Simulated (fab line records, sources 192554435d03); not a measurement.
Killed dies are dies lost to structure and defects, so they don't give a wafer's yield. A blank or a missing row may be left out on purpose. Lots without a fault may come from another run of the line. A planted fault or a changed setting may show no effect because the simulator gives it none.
Chamber matching | flow n5_finfet | N5_BEOL_M11_PECVD_70 on pecvd-04: 3 sister chambers
The step deposits SiO2 from TEOS/O2, target thk 20 nm, time 22.7 s. 6 wafers are shown with their chamber, then 7 later ones without.

WAFERS WITH THEIR CHAMBER
wafer  | chamber | throttle_valve_pct (%) | showerhead_plenum_p_Torr (Torr)
L081.6 | 1       | 23.4                   | 8.90
L082.1 | 0       | 20.9                   | 8.90
L082.3 | 2       | 19.8                   | 8.77
L082.5 | 0       | 21.2                   | 8.89
L085.1 | 2       | 19.4                   | 8.78
L085.2 | 1       | 23.4                   | 8.94

WAFERS WITHOUT THEIR CHAMBER
wafer  | throttle_valve_pct (%) | showerhead_plenum_p_Torr (Torr)
L085.6 | 21.3                   | 8.89
L084.1 | 19.5                   | 8.77
L084.3 | 23.4                   | 8.93
L084.4 | 23.3                   | 8.93
L087.1 | 19.5                   | 8.77
L087.2 | 23.6                   | 8.91
L087.3 | 21.5                   | 8.87

WHICH CHAMBER EACH WENT THROUGH
wafer  | from the rows above | in truth
L085.6 | 0                   | 0
L084.1 | 2                   | 2
L084.3 | 1                   | 1
L084.4 | 1                   | 1
L087.1 | 2                   | 2
L087.2 | 1                   | 1
L087.3 | 0                   | 0
Placed correctly: 7 of 7. Can't be placed from these rows: 0. Placed wrongly: 0.
How it was worked out, from the rows above alone: a wafer's distance from a chamber is the root of the sum, over the readings, of the square of ((its reading less the chamber's mean) divided by the reading's scatter). The wafer belongs to the nearest chamber; if the next one is less than 2 further off, it can't be placed. A chamber's mean is the mean of its shown wafers. The scatter: the root of (the sum of the squares of (reading less its chamber's mean) over the shown wafers, divided by (wafers less chambers)).
